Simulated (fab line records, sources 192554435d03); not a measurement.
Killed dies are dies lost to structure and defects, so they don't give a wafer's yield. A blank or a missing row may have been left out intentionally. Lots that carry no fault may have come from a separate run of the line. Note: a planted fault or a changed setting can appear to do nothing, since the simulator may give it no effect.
Chamber matching    flow n5 finfet    N5_BEOL_M5_DESCUM_33 on rie diel-06 has 4 sister chambers
The step chemistry O2, time 7 s. 14 wafers are shown with their chamber, then 7 later ones without.

WAFERS WITH THEIR CHAMBER
wafer   chamber  drypump motor current A (A)  showerhead plenum p Torr (Torr)  throttle valve pct (%)
L076.1  0        5.2                          2.06                             20.26
L076.2  2        6.5                          2.01                             20.28
L076.4  1        5.6                          2.16                             20.85
L079.1  1        5.6                          2.16                             20.85
L079.3  3        5.5                          2.06                             20.63
L079.5  3        5.5                          2.06                             20.65
L081.2  1        5.6                          2.16                             20.88
L081.5  0        5.2                          2.05                             20.28
L081.6  3        5.4                          2.06                             20.66
L086.2  3        5.4                          2.06                             20.67
L086.3  1        5.6                          2.16                             20.89
L086.4  2        6.5                          2.00                             20.32
L087.1  1        5.6                          2.15                             20.90
L087.4  2        6.5                          2.00                             20.31

SIGNATURES (averages over the wafers above)
reading                   chamber 0  chamber 1  chamber 2  chamber 3  scatter within a chamber
drypump motor current A   5.200      5.600      6.500      5.450      0.0316
showerhead plenum p Torr  2.0550     2.1580     2.0033     2.0600     0.00443
throttle valve pct        20.2700    20.8740    20.3033    20.6525    0.0202
Rule: a wafer's distance from a chamber is the root of the sum, over the readings, of the square of ((its reading less the chamber's mean) divided by the reading's scatter). If the next closest chamber is less than 2 further off than the closest, the wafer can't be placed; otherwise it belongs to the closest. The scatter: the root of (the sum of the squares of (reading less its chamber's mean) over the shown wafers, divided by (wafers less chambers)).

WAFERS WITHOUT THEIR CHAMBER
wafer   drypump motor current A (A)  showerhead plenum p Torr (Torr)  throttle valve pct (%)
L087.6  5.5                          2.05                             20.68
L093.3  6.4                          2.00                             20.34
L093.4  5.2                          2.04                             20.31
L093.5  5.6                          2.15                             20.90
L096.2  5.5                          2.05                             20.71
L096.3  6.5                          1.99                             20.34
L096.6  5.4                          2.05                             20.68

EACH ONE'S CHAMBER
wafer   from the rows above  in truth
L087.6  3                    3
L093.3  2                    2
L093.4  0                    0
L093.5  1                    1
L096.2  3                    3
L096.3  2                    2
L096.6  3                    3
Correct placement for 7 of the 7. Not placeable from these rows: 0. Wrongly placed: 0.
